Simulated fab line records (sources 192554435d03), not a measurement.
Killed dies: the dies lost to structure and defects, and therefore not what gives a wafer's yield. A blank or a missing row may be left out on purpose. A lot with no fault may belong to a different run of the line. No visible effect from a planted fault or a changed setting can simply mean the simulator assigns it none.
Matching of chambers + flow n5Finfet + 4 sister chambers for N5_MIM_TOP_ALD_00 on aldHk-03
The step deposits Al2O3, purge time 3 s, co reactant pulse time 3 s. 4 wafers are shown with their chamber, then 8 later ones without.

## WAFERS PAIRED WITH THEIR CHAMBERS
| wafer  | chamber | precursorPulseHeightRel |
|--------|---------|-------------------------|
| L385.3 | 0       | 1.004                   |
| L388.2 | 1       | 1.012                   |
| L394.5 | 2       | 1.037                   |
| L399.3 | 3       | 1.009                   |

## WAFERS WITH NO CHAMBER GIVEN
| wafer  | precursorPulseHeightRel |
|--------|-------------------------|
| L399.5 | 1.002                   |
| L399.6 | 0.993                   |
| L400.1 | 0.992                   |
| L400.4 | 1.014                   |
| L400.5 | 1.004                   |
| L402.2 | 0.985                   |
| L402.5 | 1.002                   |
| L402.6 | 1.001                   |

## THE CHAMBER EACH PASSED THROUGH
| wafer  | from the rows above          | in truth |
|--------|------------------------------|----------|
| L399.5 | can't be placed: 0 or 3 or 1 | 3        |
| L399.6 | can't be placed: 0 or 3 or 1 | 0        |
| L400.1 | can't be placed: 0 or 3 or 1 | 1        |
| L400.4 | can't be placed: 1 or 3 or 0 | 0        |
| L400.5 | can't be placed: 0 or 3 or 1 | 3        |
| L402.2 | can't be placed: 0 or 3 or 1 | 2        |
| L402.5 | can't be placed: 0 or 3 or 1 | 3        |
| L402.6 | can't be placed: 0 or 3 or 1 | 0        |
Placed correctly: 0 of 8. From these rows, 8 cannot be placed; in 7 the true chamber is one of the candidates. Placed wrongly: 0.
How it was worked out, from the rows above alone: a wafer's distance from a chamber is the root of the sum, over the readings, of the square of ((its reading less the chamber's mean) divided by the reading's scatter). If the next closest chamber is less than 2 further off than the closest, the wafer can't be placed; otherwise it belongs to the closest. For every chamber, the mean is computed from those of its wafers that are shown. The scatter (one wafer shown for each chamber): square how far every hidden wafer sits from the nearest shown wafer, average those squares and take the square root.
